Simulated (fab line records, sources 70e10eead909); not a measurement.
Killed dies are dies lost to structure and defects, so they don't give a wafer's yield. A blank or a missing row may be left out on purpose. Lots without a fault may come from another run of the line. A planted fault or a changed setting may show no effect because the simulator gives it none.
A struck lot beside a sound one | flow nand_harc | 16 steps out of a route of 1159
Sound: wafers L697.4, L697.5, L697.6. Struck: wafer L681.6. (L681.3, L681.5 of the same lot were not struck and are left out.) The cause comes at the end.
At each step with rows: each side's tool, then ch and its chambers, then its first start. Under that, the readings that differ: sound wafers | struck wafers | difference of the means | sigmas: that difference in standard deviations of wafers without a fault.
alike: readings whose means differ by less than 2 such deviations, and words and numbers that are the same on both sides. not compared: withheld readings, readings that some wafer has no value for, bounds like >300 that may hide the same value, and numbers for which the record gives no deviation and whose values overlap.
The two part at a step that has a row with sigmas, a row that says differs or no value, or rows on one side only. Numbers that don't overlap but have no deviation are shown without sigmas and don't part them. A reading that every wafer of one side lacks parts them only if that side has two wafers or more.

NHARC_P_M2_INSPECT_11:
  sound on defect_inspect-02, day 11 03:27; struck on defect_inspect-01, day 7 00:59
  alike: raw_defect_count
NHARC_P_M2_DESCUM_14: chemistry O2, time 3 s.
  sound on rie_diel-03 ch 1,2, day 11 03:31; struck on rie_diel-12 ch 0, day 7 01:03
  reading                     | sound             | struck | difference | sigmas
  drypump_motor_current_A (A) | 5.3 5.7 5.3       | 6.7    | +1.3       | +4
  oes_product_au (a.u.)       | 1.011 1.015 1.008 | 0.980  | -0.031     | -4
  alike: rf_vpp_V, showerhead_plenum_p_Torr, throttle_valve_pct
  not compared: rf_hours_counter_h
then, 1 step without rows for these wafers: NHARC_P_M2_ETCH_35 (etches the open film in N2/H2, target depth 40 nm, overetch 12 nm, time 43.94 s).
NHARC_P_M2_ETCH_15: etches the open film in C4F8/Ar, target depth 182.5 nm, time 91.2 s.
  sound on rie_diel-03 ch 0,1,3; struck on rie_diel-12 ch 3
  reading               | sound             | struck | difference | sigmas
  oes_product_au (a.u.) | 0.963 0.976 0.969 | 0.918  | -0.051     | -2
  alike: rf_vpp_V
  not compared: rf_hours_counter_h
NHARC_P_M2_CD_MEAS_16:
  sound on cd_sem-02, day 11 03:49; struck on cd_sem-01, day 7 01:24
  reading    | sound             | struck | difference | sigmas
  cd_nm (nm) | 171.2 169.4 171.3 | 168.0  | -2.6       | -3
NHARC_P_M2_STRIP_18: strips in N2/H2.
  sound on rie_diel-01 ch 1,2,3, day 11 03:58; struck on rie_diel-03 ch 0, day 7 01:29
  alike: drypump_motor_current_A, oes_product_au, rf_vpp_V, showerhead_plenum_p_Torr, throttle_valve_pct
  not compared: rf_hours_counter_h
NHARC_P_M2_ETCH_28: etches the open film in CF4/N2, target depth 30 nm, time 72.99 s.
  sound on rie_diel-01 ch 2,3; struck on rie_diel-03 ch 0
  reading                         | sound             | struck | difference | sigmas
  rf_vpp_V (V)                    | 313.1 313.5 311.7 | 316.1  | +3.3       | +2
  showerhead_plenum_p_Torr (Torr) | 2.55 2.56 2.55    | 2.72   | +0.17      | +2
  alike: drypump_motor_current_A, oes_product_au, throttle_valve_pct
  not compared: rf_hours_counter_h
then, 4 steps without rows for these wafers: NHARC_P_M2_STRIP_19 (strips in post etch residue remover, time 600 s); NHARC_P_M2_DEGAS_29 (time 60 s); NHARC_P_M2_PRE_CLEAN_30 (time 30 s); NHARC_P_M2_PVD_20 (deposits TaN, target thk 5 nm, time 8.06 s).
NHARC_P_M2_PVD_21: deposits Cu, target thk 30 nm, time 20.49 s.
  sound on pvd_sputter-03; struck on pvd_sputter-03
  alike: cathode_dc_power_W, throttle_valve_pct
NHARC_P_M2_ECD_22: material Cu, target thk 400 nm.
  sound on ecd_cu-01 ch 0,1, day 11 05:03; struck on ecd_cu-01 ch 0,1, day 7 02:50
then, 1 step without rows for these wafers: NHARC_P_M2_ANNEAL_31 (time 90 s).
NHARC_P_M2_CMP_23: polishes, t overpolish 20 s, target thk 144.3 nm.
  sound on cmp-04 ch 1,2,3, day 11 05:41; struck on cmp-03 ch 0, day 7 03:28
  reading                | sound          | struck | difference | sigmas
  time_to_endpoint_s (s) | 24.6 25.0 24.0 | 9.9    | -14.6      | -6
  alike: motor_current_A, slurry_filter_dp_kPa
NHARC_P_M2_THK_MEAS_24: measures by xrf.
  sound on film_metro-01, day 11 05:56; struck on film_metro-02, day 7 03:43
  alike: thk_nm

WHERE THEY PART
First at NHARC_P_M2_DESCUM_14; last, within this record, at NHARC_P_M2_CMP_23. Later steps at which nothing parts them and some readings are alike: NHARC_P_M2_THK_MEAS_24.

WHY: what the simulator had put in
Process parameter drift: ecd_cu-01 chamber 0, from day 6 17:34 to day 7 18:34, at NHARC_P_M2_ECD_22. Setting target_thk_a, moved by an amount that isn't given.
